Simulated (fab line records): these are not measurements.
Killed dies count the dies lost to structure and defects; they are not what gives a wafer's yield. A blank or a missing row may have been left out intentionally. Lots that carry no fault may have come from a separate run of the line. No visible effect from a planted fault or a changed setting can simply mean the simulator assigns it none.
Chamber matching || flow nandHarc || NHARC_A_STAIRCASE_TRIM_12 on rieDiel-13 has 4 sister chambers
The step chemistry O2, time 211.2 s. 30 wafers are shown with their chamber, then 12 later ones without.

## WAFERS WITH THEIR CHAMBER
{"wafer": "L075.1", "chamber": 3, "drypumpMotorCurrentA (A)": 6.3, "showerheadPlenumPTorr (Torr)": 3.59, "oesProductAu (a.u.)": 0.991}
{"wafer": "L075.3", "chamber": 1, "drypumpMotorCurrentA (A)": 5.6, "showerheadPlenumPTorr (Torr)": 3.38, "oesProductAu (a.u.)": 0.995}
{"wafer": "L075.5", "chamber": 1, "drypumpMotorCurrentA (A)": 5.6, "showerheadPlenumPTorr (Torr)": 3.38, "oesProductAu (a.u.)": 0.979}
{"wafer": "L075.2", "chamber": 2, "drypumpMotorCurrentA (A)": 5.0, "showerheadPlenumPTorr (Torr)": 3.51, "oesProductAu (a.u.)": 1.004}
{"wafer": "L075.4", "chamber": 2, "drypumpMotorCurrentA (A)": 5.0, "showerheadPlenumPTorr (Torr)": 3.51, "oesProductAu (a.u.)": 1.003}
{"wafer": "L075.6", "chamber": 3, "drypumpMotorCurrentA (A)": 6.4, "showerheadPlenumPTorr (Torr)": 3.59, "oesProductAu (a.u.)": 0.989}
{"wafer": "L078.1", "chamber": 1, "drypumpMotorCurrentA (A)": 5.6, "showerheadPlenumPTorr (Torr)": 3.37, "oesProductAu (a.u.)": 0.987}
{"wafer": "L078.2", "chamber": 3, "drypumpMotorCurrentA (A)": 6.3, "showerheadPlenumPTorr (Torr)": 3.58, "oesProductAu (a.u.)": 0.995}
{"wafer": "L078.3", "chamber": 0, "drypumpMotorCurrentA (A)": 5.6, "showerheadPlenumPTorr (Torr)": 3.68, "oesProductAu (a.u.)": 0.994}
{"wafer": "L078.4", "chamber": 2, "drypumpMotorCurrentA (A)": 5.0, "showerheadPlenumPTorr (Torr)": 3.51, "oesProductAu (a.u.)": 1.006}
{"wafer": "L078.5", "chamber": 3, "drypumpMotorCurrentA (A)": 6.3, "showerheadPlenumPTorr (Torr)": 3.58, "oesProductAu (a.u.)": 1.002}
{"wafer": "L078.6", "chamber": 0, "drypumpMotorCurrentA (A)": 5.6, "showerheadPlenumPTorr (Torr)": 3.68, "oesProductAu (a.u.)": 0.985}
{"wafer": "L079.1", "chamber": 3, "drypumpMotorCurrentA (A)": 6.3, "showerheadPlenumPTorr (Torr)": 3.58, "oesProductAu (a.u.)": 1.007}
{"wafer": "L079.4", "chamber": 2, "drypumpMotorCurrentA (A)": 5.0, "showerheadPlenumPTorr (Torr)": 3.51, "oesProductAu (a.u.)": 1.004}
{"wafer": "L079.6", "chamber": 1, "drypumpMotorCurrentA (A)": 5.6, "showerheadPlenumPTorr (Torr)": 3.37, "oesProductAu (a.u.)": 0.984}
{"wafer": "L080.1", "chamber": 2, "drypumpMotorCurrentA (A)": 5.0, "showerheadPlenumPTorr (Torr)": 3.50, "oesProductAu (a.u.)": 1.008}
{"wafer": "L080.4", "chamber": 0, "drypumpMotorCurrentA (A)": 5.6, "showerheadPlenumPTorr (Torr)": 3.68, "oesProductAu (a.u.)": 0.996}
{"wafer": "L080.5", "chamber": 1, "drypumpMotorCurrentA (A)": 5.6, "showerheadPlenumPTorr (Torr)": 3.37, "oesProductAu (a.u.)": 0.990}
{"wafer": "L082.4", "chamber": 0, "drypumpMotorCurrentA (A)": 5.6, "showerheadPlenumPTorr (Torr)": 3.67, "oesProductAu (a.u.)": 0.988}
{"wafer": "L082.5", "chamber": 0, "drypumpMotorCurrentA (A)": 5.6, "showerheadPlenumPTorr (Torr)": 3.68, "oesProductAu (a.u.)": 0.995}
{"wafer": "L082.6", "chamber": 3, "drypumpMotorCurrentA (A)": 6.4, "showerheadPlenumPTorr (Torr)": 3.58, "oesProductAu (a.u.)": 0.992}
{"wafer": "L084.3", "chamber": 3, "drypumpMotorCurrentA (A)": 6.3, "showerheadPlenumPTorr (Torr)": 3.57, "oesProductAu (a.u.)": 1.001}
{"wafer": "L084.4", "chamber": 0, "drypumpMotorCurrentA (A)": 5.6, "showerheadPlenumPTorr (Torr)": 3.67, "oesProductAu (a.u.)": 0.995}
{"wafer": "L084.6", "chamber": 2, "drypumpMotorCurrentA (A)": 5.0, "showerheadPlenumPTorr (Torr)": 3.50, "oesProductAu (a.u.)": 1.020}
{"wafer": "L090.1", "chamber": 2, "drypumpMotorCurrentA (A)": 5.0, "showerheadPlenumPTorr (Torr)": 3.49, "oesProductAu (a.u.)": 1.023}
{"wafer": "L090.3", "chamber": 0, "drypumpMotorCurrentA (A)": 5.6, "showerheadPlenumPTorr (Torr)": 3.66, "oesProductAu (a.u.)": 1.000}
{"wafer": "L090.6", "chamber": 0, "drypumpMotorCurrentA (A)": 5.6, "showerheadPlenumPTorr (Torr)": 3.66, "oesProductAu (a.u.)": 0.990}
{"wafer": "L090.2", "chamber": 3, "drypumpMotorCurrentA (A)": 6.3, "showerheadPlenumPTorr (Torr)": 3.56, "oesProductAu (a.u.)": 0.999}
{"wafer": "L090.4", "chamber": 1, "drypumpMotorCurrentA (A)": 5.6, "showerheadPlenumPTorr (Torr)": 3.35, "oesProductAu (a.u.)": 0.983}
{"wafer": "L090.5", "chamber": 1, "drypumpMotorCurrentA (A)": 5.6, "showerheadPlenumPTorr (Torr)": 3.35, "oesProductAu (a.u.)": 0.988}

SIGNATURES (means of the wafers above)
{"reading": "drypumpMotorCurrentA", "chamber 0": 5.600, "chamber 1": 5.600, "chamber 2": 5.000, "chamber 3": 6.325, "scatter within a chamber": 0.024}
{"reading": "showerheadPlenumPTorr", "chamber 0": 3.6725, "chamber 1": 3.3671, "chamber 2": 3.5043, "chamber 3": 3.5787, "scatter within a chamber": 0.00991}
{"reading": "oesProductAu", "chamber 0": 0.99287, "chamber 1": 0.98657, "chamber 2": 1.00971, "chamber 3": 0.99700, "scatter within a chamber": 0.00623}
Rule: for a wafer and a chamber, the distance is found by dividing, reading by reading, the gap between the wafer's reading and the chamber's mean by the reading's scatter, squaring, summing and taking the root. The wafer belongs to the nearest chamber; if the next one is less than 2 further off, it can't be placed. The scatter: the root of (the sum of the squares of (reading less its chamber's mean) over the shown wafers, divided by (wafers less chambers)).

## WAFERS WHOSE CHAMBER IS MISSING
{"wafer": "L094.1", "drypumpMotorCurrentA (A)": 5.0, "showerheadPlenumPTorr (Torr)": 3.48, "oesProductAu (a.u.)": 1.000}
{"wafer": "L094.2", "drypumpMotorCurrentA (A)": 5.6, "showerheadPlenumPTorr (Torr)": 3.66, "oesProductAu (a.u.)": 0.972}
{"wafer": "L094.6", "drypumpMotorCurrentA (A)": 5.6, "showerheadPlenumPTorr (Torr)": 3.66, "oesProductAu (a.u.)": 0.984}
{"wafer": "L094.3", "drypumpMotorCurrentA (A)": 5.6, "showerheadPlenumPTorr (Torr)": 3.35, "oesProductAu (a.u.)": 1.006}
{"wafer": "L094.4", "drypumpMotorCurrentA (A)": 5.6, "showerheadPlenumPTorr (Torr)": 3.35, "oesProductAu (a.u.)": 1.010}
{"wafer": "L094.5", "drypumpMotorCurrentA (A)": 5.0, "showerheadPlenumPTorr (Torr)": 3.48, "oesProductAu (a.u.)": 0.995}
{"wafer": "L095.2", "drypumpMotorCurrentA (A)": 5.0, "showerheadPlenumPTorr (Torr)": 3.48, "oesProductAu (a.u.)": 1.007}
{"wafer": "L095.4", "drypumpMotorCurrentA (A)": 5.0, "showerheadPlenumPTorr (Torr)": 3.48, "oesProductAu (a.u.)": 0.995}
{"wafer": "L095.6", "drypumpMotorCurrentA (A)": 5.6, "showerheadPlenumPTorr (Torr)": 3.34, "oesProductAu (a.u.)": 1.011}
{"wafer": "L096.1", "drypumpMotorCurrentA (A)": 5.0, "showerheadPlenumPTorr (Torr)": 3.48, "oesProductAu (a.u.)": 1.000}
{"wafer": "L096.3", "drypumpMotorCurrentA (A)": 5.6, "showerheadPlenumPTorr (Torr)": 3.34, "oesProductAu (a.u.)": 0.996}
{"wafer": "L096.6", "drypumpMotorCurrentA (A)": 5.6, "showerheadPlenumPTorr (Torr)": 3.65, "oesProductAu (a.u.)": 0.995}

## CHAMBER TAKEN BY EACH
{"wafer": "L094.1", "from the rows above": 2, "in truth": 2}
{"wafer": "L094.2", "from the rows above": 0, "in truth": 0}
{"wafer": "L094.6", "from the rows above": 0, "in truth": 0}
{"wafer": "L094.3", "from the rows above": 1, "in truth": 1}
{"wafer": "L094.4", "from the rows above": 1, "in truth": 1}
{"wafer": "L094.5", "from the rows above": 2, "in truth": 2}
{"wafer": "L095.2", "from the rows above": 2, "in truth": 2}
{"wafer": "L095.4", "from the rows above": 2, "in truth": 2}
{"wafer": "L095.6", "from the rows above": 1, "in truth": 1}
{"wafer": "L096.1", "from the rows above": 2, "in truth": 2}
{"wafer": "L096.3", "from the rows above": 1, "in truth": 1}
{"wafer": "L096.6", "from the rows above": 0, "in truth": 0}
Correct placement for 12 of the 12. Can't be placed from these rows: 0. Placed wrongly: 0.
